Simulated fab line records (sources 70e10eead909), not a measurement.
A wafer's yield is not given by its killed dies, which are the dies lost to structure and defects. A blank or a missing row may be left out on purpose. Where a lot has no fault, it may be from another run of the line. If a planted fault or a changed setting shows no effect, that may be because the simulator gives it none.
What tool caused it?	flow nandHarc	33 wafers from 11 lots sampled at 8 of the route's 1159 steps

## WHAT THE GAUGES SHOWED, per wafer
NHARC_A_CHANNEL_HOLE_D1_CD_MEAS_10: the cd target is 100 nm.
lot	measured	on	cdNm (nm)
L593	day 8 10:51	cdSem-02	100.2 100.2 99.8
L595	day 8 19:10	cdSem-03	100.4 100.4 100.3
L599	day 9 19:22	cdSem-02	99.5 99.6 99.8
L598	day 9 19:26	cdSem-01	100.1 99.6 99.7
L601	day 10 14:50	cdSem-03	100.2 99.8 99.9
L600	day 10 16:03	cdSem-01	100.4 100.1 100.9
L605	day 11 06:19	cdSem-01	100.0 100.1 100.4
L604	day 11 13:58	cdSem-03	104.7 103.9 104.8
L608	day 12 07:27	cdSem-02	102.5 102.4 103.0
L612	day 13 06:40	cdSem-02	100.1 99.8 101.5
L615	day 14 07:17	cdSem-02	99.7 100.7 101.0

NHARC_A_CHANNEL_HOLE_D1_CD_MEAS_18.
lot	measured	on	cdNm (nm)
L593	day 8 12:08	cdSem-03	100.1 97.8 98.0
L595	day 8 20:27	cdSem-01	96.2 95.7 101.7
L599	day 9 20:39	cdSem-03	99.0 98.8 102.6
L598	day 9 20:44	cdSem-03	100.4 99.8 99.2
L601	day 10 16:13	cdSem-01	100.6 95.6 102.6
L600	day 10 17:22	cdSem-02	102.8 96.4 97.8
L605	day 11 08:05	cdSem-02	97.9 95.8 97.8
L604	day 11 15:16	cdSem-03	102.9 98.4 100.0
L608	day 12 08:46	cdSem-02	101.7 98.1 102.8
L612	day 13 07:58	cdSem-01	100.8 96.1 101.1
L615	day 14 08:34	cdSem-03	99.2 99.3 97.8

NHARC_A_CHANNEL_HOLE_D1_CD_MEAS_30.
lot	measured	on	cdNm (nm)
L593	day 8 17:45	cdSem-03	90.6 91.4 87.3
L595	day 9 02:07	cdSem-02	91.8 91.4 90.9
L599	day 10 02:16	cdSem-03	89.6 87.8 91.2
L598	day 10 02:22	cdSem-01	88.8 90.6 89.6
L601	day 10 21:49	cdSem-03	90.7 89.1 88.8
L600	day 10 23:00	cdSem-02	88.3 90.6 90.1
L605	day 11 15:37	cdSem-02	87.2 89.9 89.1
L604	day 11 20:52	cdSem-01	94.1 93.8 93.7
L608	day 12 14:21	cdSem-02	93.6 93.9 92.7
L612	day 13 13:34	cdSem-03	90.4 88.6 90.7
L615	day 14 16:32	cdSem-03	89.0 90.4 90.0

NHARC_END_SORT_01.
lot	measured	on	killedAtArray	killedAtOther	killedAtPeriphery	killedDies	killedOpen	killedShort
L598	day 23 20:38	prober-02	14	0	1	15	1	1
L601	day 24 08:08	prober-02	16 13	0 1	1 3	17 17	2 2	4 0
L600	day 24 01:13	prober-02	26	0	2	28	2	1
L604	day 24 15:58	prober-02	22 25 18	0 1 1	1 7 7	23 33 26	3 6 8	4 0 1

## TOOL THAT RAN EACH LOT (tool first, then ch and the chambers of the sampled wafers, then the start)
lot	NHARC_A_ONON_D1_DEP_33	NHARC_A_CHANNEL_HOLE_D1_PEB_08	NHARC_A_CHANNEL_HOLE_D1_ETCH_38	NHARC_A_CHANNEL_HOLE_D1_XSEM_31
L593	pecvd-02 ch 1,2, day 8 03:46	lithoTrack-01 ch 0, day 8 10:46	rieDiel-07 ch 1,2,3, day 8 11:08	xsem-02 ch 0, day 8 17:50
L595	pecvd-02 ch 0,2, day 8 15:50	lithoTrack-06 ch 0, day 8 19:05	rieDiel-07 ch 0,1, day 8 19:26	xsem-01 ch 0, day 9 02:12
L599	pecvd-03 ch 0,2, day 9 16:07	lithoTrack-06 ch 0, day 9 19:17	rieDiel-07 ch 0,1,3, day 9 19:38	xsem-01 ch 0, day 10 02:21
L598	pecvd-02 ch 0,1, day 9 16:13	lithoTrack-01 ch 0, day 9 19:21	rieDiel-11 ch 0,1, day 9 19:42	xsem-02 ch 0, day 10 02:28
L601	pecvd-03 ch 1,2, day 10 11:31	lithoTrack-06 ch 0, day 10 14:46	rieDiel-11 ch 1,3, day 10 15:08	xsem-01 ch 0, day 10 21:54
L600	pecvd-03 ch 1,2, day 10 11:47	lithoTrack-01 ch 0, day 10 15:58	rieDiel-02 ch 1,2,3, day 10 16:20	xsem-02 ch 0, day 10 23:06
L605	pecvd-03 ch 0,2, day 11 00:20	lithoTrack-06 ch 0, day 11 06:13	rieDiel-11 ch 1,2,3, day 11 06:35	xsem-01 ch 0, day 11 15:41
L604	pecvd-03 ch 1,2, day 11 10:27	lithoTrack-06 ch 0, day 11 13:53	rieDiel-11 ch 1,2,3, day 11 14:14	xsem-02 ch 0, day 11 20:58
L608	pecvd-03 ch 0,1,2, day 12 04:13	lithoTrack-06 ch 0, day 12 07:22	rieDiel-02 ch 0,2,3, day 12 07:43	xsem-01 ch 0, day 12 14:26
L612	pecvd-03 ch 0,1, day 13 03:29	lithoTrack-04 ch 0, day 13 06:35	rieDiel-11 ch 0,1,3, day 13 06:56	xsem-01 ch 0, day 13 13:38
L615	pecvd-01 ch 1,2, day 14 01:37	lithoTrack-01 ch 0, day 14 07:12	rieDiel-02 ch 1,2, day 14 07:33	xsem-02 ch 0, day 14 16:38
- NHARC_A_ONON_D1_DEP_33: deposits SiO2, target thk 200 nm.
- NHARC_A_CHANNEL_HOLE_D1_PEB_08: peb time 65 s.
- NHARC_A_CHANNEL_HOLE_D1_ETCH_38: etches the open film in CF4, target depth 39 nm, time 65 s.
- NHARC_A_CHANNEL_HOLE_D1_XSEM_31

## AS READ BY THE TOOLS THEMSELVES (means over the sampled wafers that have a number; for cases with no such wafer, the mark the record gives instead)
NHARC_A_ONON_D1_DEP_33.
lot	tool	heaterPowerW (W)	throttleValvePct (%)
L593	pecvd-02	464	16.5
L595	pecvd-02	541	15.9
L599	pecvd-03	708	16.4
L598	pecvd-02	620	16.3
L601	pecvd-03	534	16.0
L600	pecvd-03	515	16.2
L605	pecvd-03	549	16.0
L604	pecvd-03	458	16.4
L608	pecvd-03	592	16.3
L612	pecvd-03	651	17.0
L615	pecvd-01	541	15.9

NHARC_A_CHANNEL_HOLE_D1_PEB_08.
lot	tool	exhaustPa (Pa)	heaterPowerTotalW (W)	plateTempC (C)
L593	lithoTrack-01	45.1	156.4	100.04
L595	lithoTrack-06	44.6	156.9	100.02
L599	lithoTrack-06	45.5	156.8	100.10
L598	lithoTrack-01	44.6	156.0	100.02
L601	lithoTrack-06	45.9	156.6	99.87
L600	lithoTrack-01	44.9	156.8	100.12
L605	lithoTrack-06	45.1	156.5	100.08
L604	lithoTrack-06	45.5	160.0	101.53
L608	lithoTrack-06	46.0	160.1	101.44
L612	lithoTrack-04	46.4	156.8	99.95
L615	lithoTrack-01	43.7	156.4	100.01

NHARC_A_CHANNEL_HOLE_D1_ETCH_38.
lot	tool	drypumpMotorCurrentA (A)	oesProductAu (a.u.)	rfVppV (V)	showerheadPlenumPTorr (Torr)	throttleValvePct (%)
L593	rieDiel-07	6.0	0.994	150.4	1.76	13.282
L595	rieDiel-07	5.3	1.012	151.4	1.77	13.282
L599	rieDiel-07	5.6	1.011	150.1	1.74	13.282
L598	rieDiel-11	5.5	1.000	150.7	1.73	13.288
L601	rieDiel-11	5.4	1.003	150.1	1.67	13.283
L600	rieDiel-02	5.6	0.996	151.0	1.75	13.287
L605	rieDiel-11	5.7	1.010	150.5	1.73	13.291
L604	rieDiel-11	5.7	1.003	150.9	1.73	13.297
L608	rieDiel-02	5.6	1.001	153.0	1.82	13.287
L612	rieDiel-11	5.4	1.001	150.7	1.73	13.285
L615	rieDiel-02	5.8	1.010	150.2	1.72	13.286

NHARC_A_CHANNEL_HOLE_D1_XSEM_31.
lot	tool	botCdNm (nm)	bowNm (nm)	tiltDeg (degrees)
L593	xsem-02	73.7	8.60	0.12
L595	xsem-01	75.6	8.81	0.15
L599	xsem-01	74.4	8.92	0.05
L598	xsem-02	74.6	8.58	-0.02
L601	xsem-01	73.8	8.71	0.07
L600	xsem-02	74.1	9.04	0.04
L605	xsem-01	72.9	8.57	0.02
L604	xsem-02	79.2	8.50	0.06
L608	xsem-01	77.3	8.48	0.06
L612	xsem-01	74.8	8.98	0.04
L615	xsem-02	75.2	8.72	0.05

## THE ANSWER, worked out from the rows above alone
Rule: what is usual is taken from the lots themselves. Put in order of their means at a reading, lots are off if they are a third of the lots or fewer, leave a main group of 4 or more, and stand apart from it by a gap of 3 or more times the standard deviation of the main group's means; of several such gaps the widest counts. Not used: any main group whose means are identical at the precision the tables above print for the reading. A lot without any number at a reading at which 4 lots or more have one is off too. Where the step has rows for the other lots, those lots are counted as sound. The gauges are gone through in route order, then the tools' own readings, and for those a lot's mean is taken as printed above. The first step at which some lot is off is used, and at that step the reading that is off furthest; a lot without a number counts as furthest.
Off: L604, L608 (NHARC_A_CHANNEL_HOLE_D1_CD_MEAS_10, cdNm). The main group: mean 100.2 nm, standard deviation 0.29.
If a tool, at a process step before that reading, ran all the lots that are off and no sound lot after the first of them, it fits. Not tried: the gauges at NHARC_A_CHANNEL_HOLE_D1_CD_MEAS_10; whatever is off there is also off at NHARC_A_CHANNEL_HOLE_D1_PEB_08, on other tools, and gauge error can't account for it. One fits: lithoTrack-06 at NHARC_A_CHANNEL_HOLE_D1_PEB_08. A fault onset in the window from L605 (day 11 06:13, its last sound lot) to L604 (day 11 13:53, its first lot off) fits.
The tool's own readings at NHARC_A_CHANNEL_HOLE_D1_PEB_08 bear it out: on the lots that are off they differ by more than 5 times the standard deviation of the sound lots' means. heaterPowerTotalW reads 160.1 W there against 156.6 W on the sound lots; plateTempC reads 101.48 C there against 100.02 C on the sound lots.

## WHAT THE SIMULATOR HAD PUT IN
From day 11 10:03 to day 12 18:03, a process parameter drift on lithoTrack-06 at NHARC_A_CHANNEL_HOLE_D1_PEB_08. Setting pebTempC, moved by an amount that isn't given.
Struck lots among those shown: L604, L608. This agrees with what the rule above found.
